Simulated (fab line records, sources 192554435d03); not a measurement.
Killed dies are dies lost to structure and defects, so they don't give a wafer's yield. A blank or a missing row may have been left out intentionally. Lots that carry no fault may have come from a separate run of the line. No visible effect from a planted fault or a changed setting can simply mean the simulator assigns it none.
A struck lot beside a sound one || flow n5_finfet || 32 steps out of a route of 1938
Sound: these wafers, L987.2, L987.3, L987.6. Struck: wafers L992.3, L992.6 (left out: L992.4, a lot-mate that was not struck); the cause follows at the end.
For every step that has rows: the tool of each side, followed by ch and its chambers, followed by its first start. Under that, the readings that differ: sound wafers || struck wafers || difference of the means || sigmas: that difference in standard deviations of wafers without a fault.
alike: readings with means less than 2 such deviations apart, plus words and numbers identical on both sides. not compared: withheld readings, readings lacking a value on some wafer, bounds such as >300 that could conceal the same value, and numbers that have no deviation in the record and whose values overlap.
Wherever a step has rows on one side only, a row that says differs or no value, or a row with sigmas, the two part there. When numbers do not overlap yet have no deviation, they are printed without sigmas and do not part them. Lack of a reading on every wafer of one side parts them only where that side has two or more wafers.

first, 10 steps without rows for these wafers: N5_SD_EPI_P_PRECLEAN_51 (cleans in NF3:NH3, afs cycles 1, time 20 s, sublimation time 60 s); N5_SD_EPI_P_VAPOR_ETCH_44 (etches SiGe30 in NF3/Ar, time 3.3 s); N5_SD_EPI_P_EPI_21 (deposits SiGe:B, time 355 s); N5_SD_EPI_P_HM_STRIP_48 (strips SiNx in H3PO4, material SiNx, target depth 3 nm); N5_SD_EPI_P_SRD_49 (time 30 s); N5_SD_EPI_P_PRECLEAN_24 (cleans in O3/DIW, time 45 s); N5_SD_EPI_P_PRECLEAN_32 (cleans in dHF, time 10 s); N5_SD_EPI_P_PRECLEAN_33 (cleans in SC2, time 45 s); N5_SD_EPI_P_SRD_25 (time 30 s); N5_SD_ACTIVATION_RTA_00 (time 0 s).
N5_SD_ACTIVATION_LSA_01: time 0.0008 s.
  sound on laser_anneal-02 ch 0, day 4 12:21; struck on laser_anneal-02 ch 0, day 5 20:14
  alike: wafer_temp_C_max
N5_SD_ACTIVATION_RS_MEAS_03: a four-point-probe measurement.
  struck on film_metro-01, day 5 20:25; sound on film_metro-02, day 4 12:32
{"reading": "RS_SD_N (ohm/sq)", "sound": "22.03 22.11 22.09", "struck": "20.25 19.89", "difference": -2.01, "sigmas": -9}
  alike: RS_SD_P
then, 19 steps without rows for these wafers: N5_ILD0_LINER_00 (material SiNx, target thk 4 nm, pulse time 1 s, purge time 2 s); N5_ILD0_FCVD_FILL_01 (material SiO2 flowable, target thk 200 nm, time 328.3 s); N5_ILD0_CURE_02 (time 1800 s); N5_ILD0_CMP_03 (polishes, stops on SiNx, t overpolish 1.9 s, target thk 197.38 nm); N5_ILD0_CMP_07 (polishes SiO2 flowable, stops on poly-Si, t overpolish 1.18 s, target thk 138.88 nm); N5_ILD0_PRECLEAN_10 (cleans in NF3:NH3, afs cycles 5, time 20 s, sublimation time 60 s); N5_ILD0_ALD_15 (deposits SiNx, target thk 24 nm, pulse time 1 s, ald cycles 480); N5_ILD0_CMP_12 (polishes SiNx, stops on poly-Si, t overpolish 6 s, target thk 17.67 nm); N5_SDB_HM_DEP_00 (deposits SiNx from SiH4/NH3/N2, target thk 40 nm, time 35.3 s); N5_SDB_COAT_03 (time 60 s, resist thk 100 nm); N5_SDB_COAT_04 (time 60 s, resist thk 18 nm); N5_SDB_COAT_05 (resist thk 90 nm); N5_SDB_EBR_07; N5_SDB_SOFTBAKE_06 (time 60 s); N5_SDB_EXPOSE_08 (exposes mask SDB); N5_SDB_PEB_09 (peb time 60 s); N5_SDB_DEVELOP_10 (develop time 30 s); N5_SDB_DESCUM_16 (chemistry O2, time 7.9 s); N5_SDB_ETCH_17 (etches SiARC in CF4, target depth 23.4 nm, time 39 s).
-- the record jumps here: 5 days lie between the struck wafers' starts before and after (it left off in module SDB and takes up again in module BEOL_M4, whose first step shown is number 1111 of the route) --
N5_BEOL_M4_RC_MEAS_101:
  sound on prober-01 ch 0, day 9 17:14; struck on prober-01 ch 0, day 10 16:35
{"reading": "DIBL_N (mV/V)", "sound": "36.1 36.7 36.7", "struck": "33.5 32.8", "difference": -3.4, "sigmas": -3}
{"reading": "RS_SD_N (ohm/sq)", "sound": "28.8 28.5 28.6", "struck": "26.3 26.2", "difference": -2.4, "sigmas": -7}
  alike: DIBL_P, IOFF_N, IOFF_P, ION_N, ION_P, RC_DENSE_N, RC_N, SS_N, SS_P, VT_N, VT_P

## WHERE THEY PART
First at N5_SD_ACTIVATION_RS_MEAS_03; last, within this record, at N5_BEOL_M4_RC_MEAS_101.

WHY: what had been put in by the simulator
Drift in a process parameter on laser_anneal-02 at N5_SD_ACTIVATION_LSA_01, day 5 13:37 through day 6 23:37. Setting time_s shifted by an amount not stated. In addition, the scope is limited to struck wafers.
